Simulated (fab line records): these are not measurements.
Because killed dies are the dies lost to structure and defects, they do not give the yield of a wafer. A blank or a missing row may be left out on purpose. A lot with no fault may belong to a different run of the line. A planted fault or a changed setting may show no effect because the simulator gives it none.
fab line records	flow nand_harc
[record] lots = 13	wafers = 39	last_day = 33
route steps=1302 shown A_M1@1180
lots untouched by any fault: they come from a run of this same line in which no faults occurred
start_h: the number of hours between the record's first day and the start of the first shown wafer of the lot	wait_h: hours from the lot's prior step to this one	" identical to the entry in the row above	L1.1+2: a row that stands for several wafers	- no value present, or no start provided	* or withheld: withheld	< > ~ a bound
route shown NAME@n: a module of which the file shows steps, and the number in the route of the first	usual: mean/standard deviation of fault-free wafers	same: alike in all rows	chamber/n: place in a boat	sites: each site's reading	_std_site: their standard deviation	_edge_site: mean of outer sites minus mean of inner sites	radius_mm: for every site, how far away it sits from the centre of the wafer	mask NAME#n: copy n	behind: the last tool/chamber to shape the wafer	hold: what put the lot on hold/how long, in hours/how the hold closed	device: whichever transistor did not switch (one of n, p or np)	end of line: the route-end tests of the same wafers	a step without rows: its recipe alone	killed: not the wafer's yield, but the dies lost to structure and defects at the first sort	map: a wafer's dies, marking killed ones x, the rest . and places with no die _
set.NAME: the setting as run; set.NAME@STEP: as run at that earlier step	model.NAME: the simulator's own value behind a step, which no gauge read
a sample of lots followed through the steps of the route, with each step as a table and each wafer as a row
services: a tool's chamber out of use, with start hour (start_h, from the record's first day; less than 0 if before it), hours out, and reason
[[steps]]
[step NHARC_A_M1_OVL_MEAS_10]
[recipe] pitch_nm = 240
[usual] overlay_x_nm = 0.0/0.9	overlay_y_nm = -0.1/1.1
lot.wafer	tool	chamber	start_h	wait_h	overlay_x_nm	overlay_y_nm
L602.3	overlay-02	-	522.74	-	0.9	0.4
L602.4	"	-	"	"	0.4	0.3
L602.5	"	-	"	"	1.4	0.4
L601.3	overlay-02	-	538.66	-	1.6	-2.0
L601.4	"	-	"	"	1.8	-1.2
L601.6	"	-	"	"	1.4	-1.5
L608.2	overlay-02	-	611.71	-	-0.2	0.3
L608.3	"	-	"	"	-0.3	0.0
L608.6	"	-	"	"	-0.5	-0.1
L611.4	overlay-01	-	646.37	-	-0.3	-1.0
L611.5	"	-	"	"	-0.1	-0.6
L611.6	"	-	"	"	-0.5	-0.2
L612.1	overlay-01	-	651.97	-	-0.2	-0.4
L612.3	"	-	"	"	0.3	0.1
L612.5	"	-	"	"	0.1	-0.3
L614.1	overlay-02	-	653.74	-	1.3	-1.5
L614.2	"	-	"	"	1.1	-1.4
L614.5	"	-	"	"	1.3	-1.1
L617.3	overlay-02	-	704.02	-	-0.5	-0.9
L617.4	"	-	"	"	0.2	-0.7
L617.5	"	-	"	"	-0.2	-0.5
L619.1	overlay-02	-	705.97	-	-0.2	-1.3
L619.3	"	-	"	"	0.1	-0.8
L619.6	"	-	"	"	-0.1	-0.6
L620.1	overlay-02	-	722.49	-	1.5	-0.3
L620.2	"	-	"	"	1.6	-0.9
L620.6	"	-	"	"	1.5	-1.1
L622.2	overlay-02	-	728.45	-	-0.1	0.8
L622.3	"	-	"	"	0.1	-0.3
L622.4	"	-	"	"	0.5	0.4
L621.2	overlay-01	-	729.58	-	-0.2	1.5
L621.3	"	-	"	"	0.0	1.3
L621.6	"	-	"	"	0.2	1.8
L623.1	overlay-01	-	740.75	-	-0.2	0.1
L623.2	"	-	"	"	-0.5	0.8
L623.3	"	-	"	"	-0.8	0.5
L624.1	overlay-02	-	759.43	-	-2.1	1.6
L624.5	"	-	"	"	-1.7	1.6
L624.6	"	-	"	"	-1.9	2.3
[step NHARC_A_M1_PVD_21]
[recipe] target_thk_a = 300	chamber_pressure_pa = 5	power_w = 5000	substrate_temp_c = 30	time_s = 20.49	material = Cu
[usual] chamber_pressure_pa = 4.999/0.01	throttle_valve_pct = 29.9/1.2
lot.wafer	tool	chamber	start_h	wait_h	chamber_pressure_pa	throttle_valve_pct
L602.4	pvd_sputter-01	-	-	-	4.993	29.8
L602.3	"	-	"	"	4.982	30.1
L602.5	"	-	"	"	4.979	30.1
L601.3	pvd_sputter-02	-	-	-	4.999	31.7
L601.4	"	-	"	"	4.991	30.8
L601.6	"	-	"	"	4.995	29.3
L608.3	pvd_sputter-01	-	-	-	5.013	27.7
L608.2	"	-	"	"	4.992	29.2
L608.6	"	-	"	"	5.006	27.4
L611.4	pvd_sputter-01	-	-	-	5.003	29.9
L611.6	"	-	"	"	4.980	30.2
L611.5	"	-	"	"	4.991	29.7
L612.1	pvd_sputter-02	-	-	-	5.000	32.1
L612.3	"	-	"	"	5.021	30.8
L612.5	"	-	"	"	5.010	29.5
L614.2	pvd_sputter-03	-	-	-	5.021	31.0
L614.1	"	-	"	"	5.007	30.1
L614.5	"	-	"	"	5.016	31.0
L617.4	pvd_sputter-01	-	-	-	5.014	30.0
L617.3	"	-	"	"	4.977	30.5
L617.5	"	-	"	"	4.992	29.2
L619.1	pvd_sputter-02	-	-	-	4.998	31.9
L619.3	"	-	"	"	4.979	32.0
L619.6	"	-	"	"	5.006	31.2
L620.1	pvd_sputter-03	-	-	-	4.983	29.2
L620.2	"	-	"	"	5.010	30.7
L620.6	"	-	"	"	4.994	29.9
L622.4	pvd_sputter-01	-	-	-	4.994	29.4
L622.3	"	-	"	"	5.015	29.7
L622.2	"	-	"	"	4.997	28.0
L621.3	pvd_sputter-03	-	-	-	5.008	31.0
L621.2	"	-	"	"	4.981	29.7
L621.6	"	-	"	"	5.008	28.8
L623.2	pvd_sputter-03	-	-	-	4.991	28.8
L623.3	"	-	"	"	5.002	29.8
L623.1	"	-	"	"	4.992	29.3
L624.1	pvd_sputter-02	-	-	-	4.996	30.8
L624.6	"	-	"	"	5.001	31.7
L624.5	"	-	"	"	4.987	29.4
[step NHARC_A_M1_ECD_22]
[recipe] target_thk_a = 4000	bath_temp_c = 25	material = Cu
lot.wafer	tool	chamber	start_h	wait_h
L602.4+3+5	ecd_cu-01	1,0,0	524.41	-
L601.4+3+6	ecd_cu-02	1,0,0	540.24	-
L608.2+3+6	ecd_cu-01	1,0,0	613.24	-
L611.4+5+6	ecd_cu-01	1,1,0	647.95	-
L612.1+3+5	ecd_cu-01	0,0,1	653.45	-
L614.1+2+5	ecd_cu-02	0,1,1	655.23	-
L617.4+3+5	ecd_cu-02	1,0,0	705.67	-
L619.1+3+6	ecd_cu-01	0,1,1	707.59	-
L620.2+1+6	ecd_cu-02	1,0,0	723.98	-
L622.2+4+3	ecd_cu-02	1,1,0	730.06	-
L621.2+3+6	ecd_cu-02	0,1,0	731.22	-
L623.2+1+3	ecd_cu-01	0,1,0	742.22	-
L624.1+5+6	ecd_cu-01	0,0,1	761.00	-
[step NHARC_A_M1_CMP_23]
[recipe] t_overpolish_s = 20	target_thk_nm = 154.34
[usual] motor_current_A = 12.0/1.3	slurry_flow_ml_min = 150.1/0.49	time_to_endpoint_s = 28.6/2.3
[same] t_overpolish_s = 20
lot.wafer	tool	chamber	start_h	wait_h	motor_current_A	slurry_flow_ml_min	time_to_endpoint_s
L602.3	cmp-02	3	525.05	-	12.4	151.2	27.5
L602.4	"	1	"	"	10.9	149.9	25.7
L602.5	"	2	"	"	12.5	150.0	28.5
L601.3	cmp-03	1	540.91	-	10.7	149.3	25.8
L601.4	"	2	"	"	12.1	150.4	26.7
L601.6	"	0	"	"	11.7	149.6	25.4
L608.2	cmp-02	2	613.92	-	12.5	150.5	28.4
L608.3	"	3	"	"	12.1	150.5	27.8
L608.6	"	3	"	"	13.1	151.0	12.7
L611.4	cmp-03	2	648.60	-	12.4	150.2	29.4
L611.6	"	1	"	"	10.7	149.8	13.9
L611.5	"	2	"	"	12.6	149.8	16.3
L612.1	cmp-01	2	654.17	-	13.6	150.3	28.8
L612.3	"	0	"	"	10.3	149.7	30.1
L612.5	"	2	"	"	13.4	150.7	16.3
L614.2	cmp-02	0	655.95	-	10.2	150.8	28.2
L614.1	"	3	"	"	11.9	150.7	28.8
L614.5	"	0	"	"	10.2	150.4	28.5
L617.3	cmp-03	1	706.29	-	10.5	150.0	30.7
L617.4	"	3	"	"	12.2	149.6	31.8
L617.5	"	1	"	"	10.5	149.7	30.9
L619.1	cmp-01	1	708.31	-	13.7	149.7	28.3
L619.3	"	0	"	"	10.4	149.8	26.6
L619.6	"	1	"	"	13.9	150.6	28.7
L620.1	cmp-01	3	724.76	-	12.8	150.7	29.4
L620.2	"	0	"	"	10.7	149.3	27.9
L620.6	"	1	"	"	14.4	149.5	29.4
L622.2	cmp-01	0	730.80	-	10.6	149.5	28.0
L622.4	"	1	"	"	15.1	150.0	31.1
L622.3	"	2	"	"	13.1	150.1	29.7
L621.2	cmp-01	0	731.95	-	9.7	150.2	23.3
L621.3	"	3	"	"	13.7	150.4	27.4
L621.6	"	1	"	"	14.2	150.2	27.3
L623.3	cmp-02	1	743.00	-	11.3	150.0	27.5
L623.2	"	2	"	"	12.6	149.5	25.1
L623.1	"	3	"	"	12.2	150.6	30.5
L624.1	cmp-03	2	761.77	-	11.9	150.1	26.9
L624.5	"	0	"	"	11.5	148.9	25.6
L624.6	"	1	"	"	11.0	150.0	26.9
[step NHARC_A_M1_DEP_33]
[recipe] target_thk_a = 300	temp_c = 370	target_thk_nm = 30	pressure_torr = 3	flow_sccm = 200	rf_w = 450	material = SiCN
[usual] heater_power_w = 610/87
lot.wafer	tool	chamber	start_h	wait_h	heater_power_w
L602.3	pecvd-01	0	525.69	0.1	619
L602.5	"	2	"	"	536
L602.4	"	1	"	"	716
L601.3	pecvd-01	2	541.51	0.1	467
L601.6	"	2	"	"	457
L601.4	"	0	"	"	655
L608.2	pecvd-01	1	614.54	0.1	714
L608.3	"	0	"	"	558
L608.6	"	1	"	"	697
L611.5	pecvd-04	2	649.32	0.2	658
L611.6	"	0	"	"	820
L611.4	"	1	"	"	594
L612.1	pecvd-03	1	654.79	0.1	610
L612.3	"	2	"	"	517
L612.5	"	1	"	"	634
L614.2	pecvd-04	0	656.56	0.1	775
L614.1	"	1	"	"	560
L614.5	"	0	"	"	777
L617.3	pecvd-03	1	706.99	0.1	658
L617.4	"	2	"	"	575
L617.5	"	1	"	"	654
L619.3	pecvd-04	2	708.93	0.1	697
L619.1	"	1	"	"	599
L619.6	"	0	"	"	755
L620.2	pecvd-01	2	725.32	0.1	470
L620.1	"	1	"	"	675
L620.6	"	0	"	"	523
L622.2	pecvd-01	0	732.23	0.1	510
L622.3	"	2	"	"	445
L622.4	"	0	"	"	506
L621.2	pecvd-01	2	732.73	0.1	520
L621.3	"	2	"	"	530
L621.6	"	2	"	"	425
L623.1	pecvd-04	2	743.62	0.1	605
L623.3	"	0	"	"	755
L623.2	"	1	"	"	653
L624.1	pecvd-04	0	762.37	0.1	767
L624.6	"	0	"	"	779
L624.5	"	1	"	"	619
[[services]]
tool	chamber	start_h	hours	kind
cmp-01	-	504.61	0.7	repair
ecd_cu-01	-	506.33	0.3	repair
ecd_cu-01	-	512.15	8.0	pm
pvd_sputter-03	-	526.05	10.0	pm
cmp-01	-	577.50	4.0	pm
pvd_sputter-01	-	582.00	10.0	pm
ecd_cu-02	-	596.28	8.0	pm
pvd_sputter-01	-	615.47	4.1	repair
pecvd-04	-	631.40	13.0	pm
ecd_cu-01	-	643.50	2.8	repair
cmp-01	-	658.51	6.7	repair
pecvd-01	-	673.15	13.0	pm
cmp-01	-	675.50	4.0	pm
pvd_sputter-01	-	681.56	3.2	repair
ecd_cu-01	-	684.42	4.1	repair
cmp-01	-	687.56	4.3	repair
ecd_cu-01	-	688.56	8.0	pm
pvd_sputter-01	-	706.84	2.3	repair
cmp-01	-	717.25	0.7	repair
pecvd-01	1	729.84	7.4	repair
pvd_sputter-01	-	730.99	5.3	repair
ecd_cu-01	-	753.05	1.5	repair
pecvd-04	2	759.70	12.1	repair
pvd_sputter-01	-	760.00	10.0	pm
[[key]]
[first_sign] step = NHARC_A_M1_CMP_23	reading = time_to_endpoint_s	direction = down	sigmas = 6	usual = *	struck = *
effect none on later readings
met_at NHARC_A_M1_ECD_22
struck_lots L608,L611,L612
struck_wafers L608.6,L611.5,L611.6,L612.5
later_rows_left_out L608.6,L611.5,L611.6,L612.5
sort_left_out L608.6,L611.5,L611.6,L612.5
not_acting_at NHARC_A_M1_OVL_MEAS_10,NHARC_A_M1_PVD_21,NHARC_A_M1_DEP_33
onset_between 524.41 613.24
[fault] kind = process_parameter_drift	tool = ecd_cu-01	chamber = -	onset_h = 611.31	steps = NHARC_A_M1_ECD_22	channel = target_thk_a	offset = *	shape = step	end_h = 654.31	scope = struck_wafers_only	acts_in = *	stated = *
// sort_left_out: the simulated sort isn't trusted on such a fault, so these wafers' sort isn't shown, and their yield isn't known
// later_rows_left_out: the simulator's readings of these wafers behind a module that went badly wrong aren't trusted and aren't shown, but for the sort
